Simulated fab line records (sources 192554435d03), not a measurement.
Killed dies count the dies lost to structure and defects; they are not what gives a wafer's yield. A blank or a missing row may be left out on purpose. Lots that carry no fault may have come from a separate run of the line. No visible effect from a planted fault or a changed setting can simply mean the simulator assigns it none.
2 desks looking at one fault    flow n5Finfet    each desk holds nothing but its own numbers, with what lay behind them at the end

== FROM THE METROLOGY DESK ==
What the gauges read for every lot (on any tool): the sampled wafers with a number, averaged. A lot is out of limits, marked OUT, if its mean lies more than 4 standard deviations from the usual mean; the brackets give that distance. Only the readings that lie furthest out on some lot appear, 7 of the 10 it has.
Columns: A = DIBL_N at N5_BEOL_M4_RC_MEAS_101, usual 37.1 mV/V; B = DIBL_P at N5_BEOL_M4_RC_MEAS_101, usual 38 mV/V; C = ION_N at N5_BEOL_M4_RC_MEAS_101, usual 678 uA/um; D = ION_P at N5_BEOL_M4_RC_MEAS_101, usual 467 uA/um; E = SS_P at N5_BEOL_M4_RC_MEAS_101, usual 73.7 mV/dec; F = VT_N at N5_BEOL_M4_RC_MEAS_101, usual 249 mV; G = VT_P at N5_BEOL_M4_RC_MEAS_101, usual -248 mV
lot   first seen here  A     B   C    D    E     F    G
L494  day 12 01:31     38.0  39  688  482  73.8  247  -243
L497  day 12 19:18     39.3  40  685  469  73.9  248  -248
L499  day 13 06:49     33.2  34  653  456  72.7  254  -254
L500  day 13 12:13     38.5  40  683  466  74.1  245  -246
L498  day 14 00:38     36.1  37  664  461  73.4  250  -249
Result from this desk: across the 5 lots, nothing is out of limits.

== TOOL OWNER'S DESK, lithoTrack-04 ==
The tool's own readings at N5_MOL_CONTACT_COAG_COAT_58 (time 60 s, resist thk 10 nm): means of the sampled wafers that have a number, for each lot that ran on this tool. A lot is out of limits, marked OUT, if its mean lies more than 4 standard deviations from the usual mean; the brackets give that distance.
Columns: A = spinSpeedRpm at N5_MOL_CONTACT_COAG_COAT_58, usual 1500.0 rpm
lot   first seen here  A
L494  day 6 11:12      1498.8
L497  day 6 22:14      1450.0 (-52) OUT
L498  day 7 05:11      1449.6 (-52) OUT
L499  day 7 07:47      1449.3 (-52) OUT
This desk finds L497, L498, L499 out of limits, L497 being first, at day 6 22:14 (spinSpeedRpm at N5_MOL_CONTACT_COAG_COAT_58). Within limits: L494.

== TAKEN TOGETHER ==
The tool owner's desk had the chance to raise an alarm at day 6 22:14 on L497, L498, L499.
Metrology desk: nothing out of limits seen.
The metrology desk has L497, L498, L499 on record, within its limits.
Of the lots named, all ran N5_MOL_CONTACT_COAG_COAT_58 on lithoTrack-04.

== WHAT THE SIMULATOR PUT IN ==
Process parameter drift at N5_MOL_CONTACT_COAG_COAT_58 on lithoTrack-04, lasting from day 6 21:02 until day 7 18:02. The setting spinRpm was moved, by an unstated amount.
Shown lots that were struck: L497, L498, L499.
Time in hours from fault onset to the first out-of-limits reading at each desk: the tool owner's desk, 1.
